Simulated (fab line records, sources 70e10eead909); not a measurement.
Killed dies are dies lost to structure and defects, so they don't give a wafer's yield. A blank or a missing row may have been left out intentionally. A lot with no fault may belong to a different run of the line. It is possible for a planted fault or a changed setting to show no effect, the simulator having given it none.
Matching of chambers + flow nand-harc + ald-hk-04 running NHARC_A_CHANNEL_FILL_D1_ALD_02: 4 sister chambers
The step deposits SiO2, target thk 6 nm, pulse time 10 s, ald cycles 60. 8 wafers are shown with their chamber, then 12 later ones without.

EACH WAFER AND ITS CHAMBER
| wafer  | chamber | heater-power-w (W) | precursor-pulse-height-rel |
|--------|---------|--------------------|----------------------------|
| L081.1 | 1       | 463                | 0.989                      |
| L090.3 | 1       | 473                | 0.994                      |
| L091.1 | 0       | 430                | 0.980                      |
| L091.5 | 2       | 503                | 1.043                      |
| L091.6 | 3       | 542                | 0.994                      |
| L093.1 | 3       | 530                | 1.000                      |
| L093.3 | 0       | 430                | 1.023                      |
| L093.4 | 2       | 512                | 0.995                      |

WAFERS WITH NO CHAMBER GIVEN
| wafer  | heater-power-w (W) | precursor-pulse-height-rel |
|--------|--------------------|----------------------------|
| L094.1 | 425                | 0.986                      |
| L094.3 | 525                | 1.018                      |
| L094.4 | 475                | 1.026                      |
| L095.1 | 433                | 1.012                      |
| L095.2 | 479                | 0.996                      |
| L095.3 | 536                | 1.014                      |
| L096.2 | 427                | 0.982                      |
| L096.4 | 531                | 1.005                      |
| L096.6 | 480                | 1.007                      |
| L097.1 | 472                | 1.037                      |
| L097.3 | 537                | 0.996                      |
| L097.5 | 436                | 1.041                      |

WHICH CHAMBER EACH WENT THROUGH
| wafer  | from the rows above     | in truth |
|--------|-------------------------|----------|
| L094.1 | 0                       | 0        |
| L094.3 | can't be placed: 3 or 2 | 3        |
| L094.4 | 1                       | 1        |
| L095.1 | 0                       | 0        |
| L095.2 | 1                       | 1        |
| L095.3 | 3                       | 3        |
| L096.2 | 0                       | 0        |
| L096.4 | 3                       | 3        |
| L096.6 | 1                       | 1        |
| L097.1 | 1                       | 1        |
| L097.3 | 3                       | 3        |
| L097.5 | 0                       | 0        |
Correct placement for 11 of the 12. Not placeable from these rows: 1 (in 1, the candidates include the true chamber). Number placed wrongly: 0.
How it was worked out, from the rows above alone: a wafer's distance from a chamber is the root of the sum, over the readings, of the square of ((its reading less the chamber's mean) divided by the reading's scatter). The wafer belongs to the nearest chamber; if the next one is less than 2 further off, it can't be placed. A chamber's mean is the mean of its shown wafers. The scatter: take each reading less its chamber's mean, square it, sum over the shown wafers, divide by the number of wafers less the number of chambers, and take the root.
